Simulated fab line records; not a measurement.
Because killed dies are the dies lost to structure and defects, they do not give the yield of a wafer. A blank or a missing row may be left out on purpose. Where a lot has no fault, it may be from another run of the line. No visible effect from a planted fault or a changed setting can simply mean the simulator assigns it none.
fab line records	flow nand-harc
[record] lots = 6	wafers = 17	last-day = 24
route steps=1159 shown A_SOURCE_PLATE@418 A_ONON_D1@424 END@1159
lots with no fault: from the same line, run without faults
start-h: the number of hours between the record's first day and the start of the first shown wafer of the lot	wait-h: hours since the lot's step before	" repeats the value in the row above	L1.1+2: one row covering several wafers at once	- no value, or no start was given	* or withheld: withheld	< > ~ a bound
route shown NAME@n: a module of which the file shows steps, and the number in the route of the first	usual: mean/standard deviation of fault-free wafers	same: alike in all rows	chamber/n: place in a boat	sites: the reading at each site	_std_site: the standard deviation of these	_edge_site: the outer-site mean with the inner-site mean subtracted	radius-mm: how far each site lies from the wafer's centre	mask NAME#n: copy n	behind: the last tool/chamber to shape the wafer	hold: why the lot went on hold/how many hours it stayed there/how the hold came to an end	device: whichever transistor did not switch (one of n, p or np)	end of line: the route-end tests of the same wafers	a step given without rows: its recipe and nothing more	killed: at the first sort, the dies lost to defects and structure; wafer yield is something else	map: the dies of a wafer, with x for killed, . for not killed, _ for no die there
set.NAME: the run value of the setting; set.NAME@STEP: its run value at that earlier step	model.NAME: the simulator's own value behind a step, which no gauge read
lots at selected steps of the route; one table per step, one row per wafer
services: when a tool's chamber went out of use (start-h, in hours from the record's first day, below 0 if earlier), for how many hours, and the reason
[[steps]]
[step NHARC_A_SOURCE_PLATE_CVD_03]
[recipe] target-thk-a = 2000	temp-c = 620	pressure-mtorr = 200	time-s = 4000	material = poly-Si
[step NHARC_A_SOURCE_PLATE_ANNEAL_05]
[recipe] temp-c = 850	time-s = 1800
[step NHARC_A_SOURCE_PLATE_THK_MEAS_06]
[recipe] thk-meas-gauge = ellipsometry
[usual] thk-nm = 200.3/2.1
lot.wafer	tool	chamber	start-h	wait-h	thk-nm
L724.3	film-metro-02	-	174.30	0.4	203.9
L724.4	"	-	"	"	203.7
L724.5	"	-	"	"	202.7
L721.1	film-metro-02	-	178.03	0.4	195.2
L721.3	"	-	"	"	197.7
L721.5	"	-	"	"	195.8
L727.1	film-metro-02	-	193.98	0.4	198.8
L727.4	"	-	"	"	201.6
L727.6	"	-	"	"	201.6
L726.3	film-metro-02	-	193.99	0.4	200.5
L726.4	"	-	"	"	200.6
L738.2	film-metro-01	-	263.33	0.4	196.6
L738.5	"	-	"	"	198.4
L738.6	"	-	"	"	196.9
L743.4	film-metro-02	-	308.55	0.4	200.5
L743.5	"	-	"	"	198.9
L743.6	"	-	"	"	199.7
[step NHARC_A_SOURCE_PLATE_INSPECT_08]
[usual] raw-defect-count = 58/23
lot.wafer	tool	chamber	start-h	wait-h	raw-defect-count
L724.3	defect-inspect-02	-	174.37	0.0	44
L724.4	"	-	"	"	35
L724.5	"	-	"	"	64
L721.1	defect-inspect-01	-	178.14	0.0	48
L721.3	"	-	"	"	53
L721.5	"	-	"	"	38
L727.1	defect-inspect-01	-	194.05	0.0	83
L727.4	"	-	"	"	43
L727.6	"	-	"	"	65
L726.3	defect-inspect-01	-	194.05	0.0	106
L726.4	"	-	"	"	24
L738.2	defect-inspect-02	-	263.44	0.0	26
L738.5	"	-	"	"	24
L738.6	"	-	"	"	34
L743.4	defect-inspect-01	-	308.61	0.0	41
L743.5	"	-	"	"	38
L743.6	"	-	"	"	57
[step NHARC_A_ONON_D1_DEP_00]
[recipe] target-thk-a = 10000	n2-flow-sccm = 2750	n2o-flow-sccm = 2000	nh3-flow-sccm = 500	sih4-flow-sccm = 210	temp-c = 400
[step NHARC_A_ONON_D1_THK_MEAS_02]
[recipe] thk-meas-gauge = ellipsometry
[usual] thk-nm = 999/11
lot.wafer	tool	chamber	start-h	wait-h	thk-nm
L724.3	film-metro-02	-	174.95	-	1014
L724.4	"	-	"	"	1014
L724.5	"	-	"	"	1014
L721.1	film-metro-01	-	178.72	-	993
L721.3	"	-	"	"	990
L721.5	"	-	"	"	993
L727.1	film-metro-02	-	194.63	-	1008
L727.4	"	-	"	"	1012
L727.6	"	-	"	"	1009
L726.3	film-metro-01	-	194.63	-	988
L726.4	"	-	"	"	988
L738.2	film-metro-02	-	264.21	-	998
L738.5	"	-	"	"	993
L738.6	"	-	"	"	997
L743.4	film-metro-02	-	309.18	-	1012
L743.5	"	-	"	"	1014
L743.6	"	-	"	"	1012
[step NHARC_A_ONON_D1_DEP_03]
[recipe] target-thk-a = 10000	n2-flow-sccm = 2750	n2o-flow-sccm = 2000	nh3-flow-sccm = 500	sih4-flow-sccm = 210	temp-c = 400
[step NHARC_A_ONON_D1_THK_MEAS_05]
[recipe] thk-meas-gauge = ellipsometry
[usual] thk-nm = 999/10
lot.wafer	tool	chamber	start-h	wait-h	thk-nm
L724.3	film-metro-01	-	175.51	-	989
L724.4	"	-	"	"	989
L724.5	"	-	"	"	988
L721.1	film-metro-02	-	179.29	-	987
L721.3	"	-	"	"	988
L721.5	"	-	"	"	987
L727.1	film-metro-02	-	195.19	-	1006
L727.4	"	-	"	"	1005
L727.6	"	-	"	"	1007
L726.3	film-metro-02	-	195.20	-	1017
L726.4	"	-	"	"	1018
L738.2	film-metro-02	-	264.79	-	999
L738.5	"	-	"	"	1001
L738.6	"	-	"	"	1000
L743.4	film-metro-02	-	309.75	-	990
L743.5	"	-	"	"	989
L743.6	"	-	"	"	990
[step NHARC_A_ONON_D1_DEP_06]
[recipe] target-thk-a = 10000	n2-flow-sccm = 2750	n2o-flow-sccm = 2000	nh3-flow-sccm = 500	sih4-flow-sccm = 210	temp-c = 400
[step NHARC_A_ONON_D1_THK_MEAS_08]
[recipe] thk-meas-gauge = ellipsometry
[usual] thk-nm = 998/8.6
lot.wafer	tool	chamber	start-h	wait-h	thk-nm
L724.3	film-metro-02	-	176.08	-	1007
L724.4	"	-	"	"	1009
L724.5	"	-	"	"	1008
L721.1	film-metro-01	-	179.86	-	983
L721.3	"	-	"	"	982
L721.5	"	-	"	"	980
L727.1	film-metro-01	-	195.75	-	998
L727.4	"	-	"	"	996
L727.6	"	-	"	"	999
L726.3	film-metro-01	-	196.11	-	988
L726.4	"	-	"	"	987
L738.2	film-metro-01	-	265.36	-	999
L738.5	"	-	"	"	1001
L738.6	"	-	"	"	1002
L743.4	film-metro-02	-	310.31	-	1013
L743.5	"	-	"	"	1010
L743.6	"	-	"	"	1011
[step NHARC_A_ONON_D1_DEP_09]
[recipe] target-thk-a = 10000	n2-flow-sccm = 2750	n2o-flow-sccm = 2000	nh3-flow-sccm = 500	sih4-flow-sccm = 210	temp-c = 400
[usual] nh3-flow-sccm = 500.3/1.5
lot.wafer	tool	chamber	start-h	wait-h	nh3-flow-sccm
L724.3	pecvd-onon-02	0	176.25	0.2	502.2
L724.4	"	0	"	"	501.6
L724.5	"	0	"	"	501.2
L721.1	pecvd-onon-02	0	179.92	0.1	501.2
L721.3	"	0	"	"	501.7
L721.5	"	0	"	"	500.5
L727.1	pecvd-onon-02	0	195.81	0.1	500.4
L727.4	"	0	"	"	503.0
L727.6	"	0	"	"	500.3
L726.3	pecvd-onon-02	0	196.28	0.2	500.4
L726.4	"	0	"	"	499.3
L738.2	pecvd-onon-04	0	265.47	0.1	502.6
L738.5	"	0	"	"	501.8
L738.6	"	0	"	"	502.7
L743.4	pecvd-onon-02	0	310.55	0.2	499.3
L743.5	"	0	"	"	498.5
L743.6	"	0	"	"	500.8
[step NHARC_A_ONON_D1_THK_MEAS_11]
[recipe] thk-meas-gauge = ellipsometry
[usual] thk-nm = 1001/9.1
lot.wafer	tool	chamber	start-h	wait-h	thk-nm
L724.3	film-metro-02	-	176.64	-	996
L724.4	"	-	"	"	995
L724.5	"	-	"	"	994
L721.1	film-metro-02	-	180.42	-	996
L721.3	"	-	"	"	998
L721.5	"	-	"	"	997
L727.1	film-metro-01	-	196.32	-	1673
L727.4	"	-	"	"	1673
L727.6	"	-	"	"	997
L726.3	film-metro-01	-	196.68	-	998
L726.4	"	-	"	"	1675
L738.2	film-metro-01	-	265.92	-	1007
L738.5	"	-	"	"	1005
L738.6	"	-	"	"	1006
L743.4	film-metro-02	-	310.88	-	994
L743.5	"	-	"	"	994
L743.6	"	-	"	"	993
[step NHARC_A_ONON_D1_DEP_12]
[recipe] target-thk-a = 10000	n2-flow-sccm = 2750	n2o-flow-sccm = 2000	nh3-flow-sccm = 500	sih4-flow-sccm = 210	temp-c = 400
[step NHARC_END_SORT_01]
[recipe] temp-c = 25
[usual] killed-at-array = 29/9.4	killed-at-other = 0.7/1.3	killed-at-periphery = 2.9/2.1	killed-dies = 32/9	killed-open = 3.3/1.8	killed-short = 1.9/1.4
[same] gross-dies = 677
lot.wafer	tool	chamber	start-h	wait-h	killed-at-array	killed-at-other	killed-at-periphery	killed-dies	killed-open	killed-short
L721.1	prober-01	0	479.39	2.5	20	0	4	24	2	1
L721.3	prober-01	0	481.00	3.1	27	0	3	30	3	3
L721.5	prober-01	0	482.61	3.7	29	0	7	36	5	5
L724.3	prober-02	0	480.80	3.1	36	1	2	39	4	3
L724.4	prober-02	0	481.58	3.4	31	0	0	31	1	1
L724.5	prober-02	0	482.37	3.7	35	0	2	37	5	6
L727.1	prober-01	0	487.18	2.5	675	1	1	677	3	0
L727.4	prober-01	0	489.65	3.5	670	5	2	677	5	1
L727.6	prober-01	0	491.29	4.1	40	0	6	46	4	3
L726.3	prober-02	0	504.84	3.1	18	0	7	25	1	3
L726.4	prober-02	0	505.65	3.4	673	0	4	677	3	3
L738.2	prober-02	0	564.30	2.8	35	0	2	37	7	0
L738.5	prober-02	0	566.68	3.7	33	0	3	36	4	1
L738.6	prober-02	0	567.47	4.0	38	0	3	41	5	1
// killed by level:class
L721.1 A_SLIT:chamber-film-flake=11 P_GATE:chamber-film-flake=3 A_STAIRCASE:chamber-film-flake=2 A_ONON_D1:geometric-particle:short=1 A_CHANNEL_FILL_D1:geometric-particle:open=1 A_CONTACT:geometric-particle:open=1 P_ZERO_WELL:chamber-film-flake=1 A_CHANNEL_HOLE_D1:chamber-film-flake=1
L724.3 A_SLIT:chamber-film-flake=17 A_STAIRCASE:chamber-film-flake=7 A_CHANNEL_HOLE_D1:chamber-film-flake=4 A_CONTACT:chamber-film-flake=3 A_CONTACT:geometric-particle:open=2 P_GATE:geometric-particle:short=1 P_M2:geometric-particle:open=1 A_BLC:geometric-particle:short=1
L721.3 A_SLIT:chamber-film-flake=13 A_CHANNEL_HOLE_D1:chamber-film-flake=3 P_GATE:chamber-film-flake=2 A_CHANNEL_FILL_D1:chamber-film-flake=2 A_STAIRCASE:chamber-film-flake=2 A_CONTACT:chamber-film-flake=2 P_CONTACT:geometric-particle:short=1 A_ONON_D1:geometric-particle:open=1
L724.4 A_SLIT:chamber-film-flake=13 A_STAIRCASE:chamber-film-flake=10 A_CHANNEL_HOLE_D1:chamber-film-flake=4 A_CONTACT:chamber-film-flake=2 A_WL_FILL:geometric-particle:short=1 A_WL_FILL:geometric-particle:open=1
L724.5 A_STAIRCASE:chamber-film-flake=9 A_SLIT:chamber-film-flake=9 A_WL_FILL:geometric-particle:short=4 A_CHANNEL_HOLE_D1:chamber-film-flake=3 A_CONTACT:chamber-film-flake=3 A_WL_FILL:chamber-film-flake=2 P_GATE:geometric-particle:open=1 P_M1:geometric-particle:open=1
L721.5 A_SLIT:chamber-film-flake=11 A_CHANNEL_HOLE_D1:chamber-film-flake=4 A_CONTACT:chamber-film-flake=4 A_CHANNEL_FILL_D1:chamber-film-flake=3 A_M0:chamber-film-flake=3 P_M0:geometric-particle:short=2 A_CONTACT:geometric-particle:open=2 P_GATE:geometric-particle:short=1
L727.1 A_ONON_D1:area-dep=648 A_SLIT:chamber-film-flake=10 A_CHANNEL_HOLE_D1:chamber-film-flake=7 A_STAIRCASE:chamber-film-flake=4 A_CONTACT:chamber-film-flake=3 A_WL_FILL:geometric-particle:open=1 A_CONTACT:geometric-particle:open=1 A_M0:geometric-particle:open=1
L727.4 A_ONON_D1:area-dep=629 A_CHANNEL_HOLE_D1:chamber-film-flake=14 A_SLIT:chamber-film-flake=11 A_STAIRCASE:chamber-film-flake=8 A_CONTACT:chamber-film-flake=4 THIN_TSV:chamber-film-flake=4 P_M0:geometric-particle:open=2 A_CHANNEL_FILL_D1:geometric-particle:open=1
L727.6 A_CHANNEL_HOLE_D1:chamber-film-flake=17 A_SLIT:chamber-film-flake=10 A_STAIRCASE:chamber-film-flake=4 A_CONTACT:geometric-particle:open=3 P_ZERO_WELL:chamber-film-flake=3 A_WL_FILL:chamber-film-flake=2 P_GATE:geometric-particle:open=1 P_CONTACT:geometric-particle:short=1
L726.3 A_STAIRCASE:chamber-film-flake=6 A_CHANNEL_HOLE_D1:chamber-film-flake=5 P_GATE:geometric-particle:short=2 P_M1:chamber-film-flake=2 A_CONTACT:chamber-film-flake=2 A_CHANNEL_FILL_D1:geometric-particle:short=1 A_M0:geometric-particle:open=1 P_ZERO_WELL:chamber-film-flake=1
L726.4 A_ONON_D1:area-dep=655 A_CHANNEL_HOLE_D1:chamber-film-flake=4 A_STAIRCASE:chamber-film-flake=3 A_CONTACT:geometric-particle:open=2 P_ZERO_WELL:chamber-film-flake=2 A_ZERO_WELL:chamber-film-flake=2 A_CONTACT:chamber-film-flake=2 A_SGD_CUT:geometric-particle:short=1
L738.2 A_SLIT:chamber-film-flake=17 A_CONTACT:chamber-film-flake=7 A_CHANNEL_HOLE_D1:chamber-film-flake=6 P_CONTACT:geometric-particle:open=2 A_M1:geometric-particle:open=2 A_CHANNEL_HOLE_D1:geometric-particle:open=1 A_WL_FILL:geometric-particle:open=1 A_CONTACT:geometric-particle:open=1
L738.5 A_SLIT:chamber-film-flake=14 A_CHANNEL_HOLE_D1:chamber-film-flake=10 A_CONTACT:chamber-film-flake=3 A_WL_FILL:chamber-film-flake=2 P_GATE:geometric-particle:open=1 P_M2:geometric-particle:open=1 A_CONTACT:geometric-particle:short=1 A_CONTACT:geometric-particle:open=1
L738.6 A_SLIT:chamber-film-flake=20 A_CHANNEL_HOLE_D1:chamber-film-flake=10 A_CONTACT:chamber-film-flake=4 A_CONTACT:geometric-particle:open=2 P_CONTACT:geometric-particle:open=1 P_M0:geometric-particle:short=1 P_M1:geometric-particle:open=1 A_SOURCE_PLATE:geometric-particle:open=1
// map L726.4 (x killed, . not)
____________x____________
_________xxxxxxx_________
_______xxxxxxxxxxx_______
______xxxxxxxxxxxxx______
_____xxxxxxxxxxxxxxx_____
____xxxxxxxxxxxxxxxxx____
____xxxxxxxxxxxxxxxxx____
___xxxxxxxxxxxxxxxxxxx___
___xxxxxxxxxxxxxxxxxxx___
__xxxxxxxxxxxxxxxxxxxxx__
__xxxxxxxxxxxxxxxxxxxxx__
_xxxxxxxxxxxxxxxxxxxxxxx_
_xxxxxxxxxxxxxxxxxxxxxxx_
_xxxxxxxxxxxxxxxxxxxxxxx_
_xxxxxxxxxxxxxxxxxxxxxxx_
_xxxxxxxxxxxxxxxxxxxxxxx_
xxxxxxxxxxxxxxxxxxxxxxxxx
xxxxxxxxxxxxxxxxxxxxxxxxx
xxxxxxxxxxxxxxxxxxxxxxxxx
xxxxxxxxxxxxxxxxxxxxxxxxx
xxxxxxxxxxxxxxxxxxxxxxxxx
_xxxxxxxxxxxxxxxxxxxxxxx_
_xxxxxxxxxxxxxxxxxxxxxxx_
_xxxxxxxxxxxxxxxxxxxxxxx_
_xxxxxxxxxxxxxxxxxxxxxxx_
_xxxxxxxxxxxxxxxxxxxxxxx_
__xxxxxxxxxxxxxxxxxxxxx__
__xxxxxxxxxxxxxxxxxxxxx__
___xxxxxxxxxxxxxxxxxxx___
___xxxxxxxxxxxxxxxxxxx___
____xxxxxxxxxxxxxxxxx____
____xxxxxxxxxxxxxxxxx____
_____xxxxxxxxxxxxxxx_____
______xxxxxxxxxxxxx______
_______xxxxxxxxxxx_______
_________xxxxxxx_________
____________x____________
// map L727.1 (x killed, . not)
____________x____________
_________xxxxxxx_________
_______xxxxxxxxxxx_______
______xxxxxxxxxxxxx______
_____xxxxxxxxxxxxxxx_____
____xxxxxxxxxxxxxxxxx____
____xxxxxxxxxxxxxxxxx____
___xxxxxxxxxxxxxxxxxxx___
___xxxxxxxxxxxxxxxxxxx___
__xxxxxxxxxxxxxxxxxxxxx__
__xxxxxxxxxxxxxxxxxxxxx__
_xxxxxxxxxxxxxxxxxxxxxxx_
_xxxxxxxxxxxxxxxxxxxxxxx_
_xxxxxxxxxxxxxxxxxxxxxxx_
_xxxxxxxxxxxxxxxxxxxxxxx_
_xxxxxxxxxxxxxxxxxxxxxxx_
xxxxxxxxxxxxxxxxxxxxxxxxx
xxxxxxxxxxxxxxxxxxxxxxxxx
xxxxxxxxxxxxxxxxxxxxxxxxx
xxxxxxxxxxxxxxxxxxxxxxxxx
xxxxxxxxxxxxxxxxxxxxxxxxx
_xxxxxxxxxxxxxxxxxxxxxxx_
_xxxxxxxxxxxxxxxxxxxxxxx_
_xxxxxxxxxxxxxxxxxxxxxxx_
_xxxxxxxxxxxxxxxxxxxxxxx_
_xxxxxxxxxxxxxxxxxxxxxxx_
__xxxxxxxxxxxxxxxxxxxxx__
__xxxxxxxxxxxxxxxxxxxxx__
___xxxxxxxxxxxxxxxxxxx___
___xxxxxxxxxxxxxxxxxxx___
____xxxxxxxxxxxxxxxxx____
____xxxxxxxxxxxxxxxxx____
_____xxxxxxxxxxxxxxx_____
______xxxxxxxxxxxxx______
_______xxxxxxxxxxx_______
_________xxxxxxx_________
____________x____________
[[services]]
tool	chamber	start-h	hours	kind
pecvd-onon-04	-	237.00	13.0	pm
pecvd-onon-02	-	292.33	13.0	pm
[[key]]
[first-sign] step = NHARC_A_ONON_D1_THK_MEAS_11	reading = thk-nm	direction = up	sigmas = 74	usual = 1001	struck = 1674
[effect] step = NHARC_END_SORT_01	reading = killed-dies	direction = up	sigmas = 72	usual = 32	struck = 677
[more-kills-born-at] NHARC_A_ONON_D1_DEP_09@pecvd-onon-02 = 1932
met-at NHARC_A_ONON_D1_DEP_09
struck-wafers L726.4,L727.1,L727.4
later-rows-left-out L726.4,L727.1,L727.4
tester-left-out L726,L727
[fault] kind = process-parameter-drift	tool = pecvd-onon-02	chamber = -	onset-h = 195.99	steps = NHARC_A_ONON_D1_DEP_09	channel = target-thk-a	offset = *	shape = step	end-h = 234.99	scope = struck-wafers-only	acts-in = *	stated = *
// tester-left-out: of these lots the tester's yield and bins aren't shown, on N5 and GAA mostly nor the transistor test; their killed dies are dies lost to structure and defects alone, not to doping, threshold or leakage, so they don't give the yield
// later-rows-left-out: the simulator's readings of these wafers behind a module that went badly wrong aren't trusted and aren't shown, but for the sort
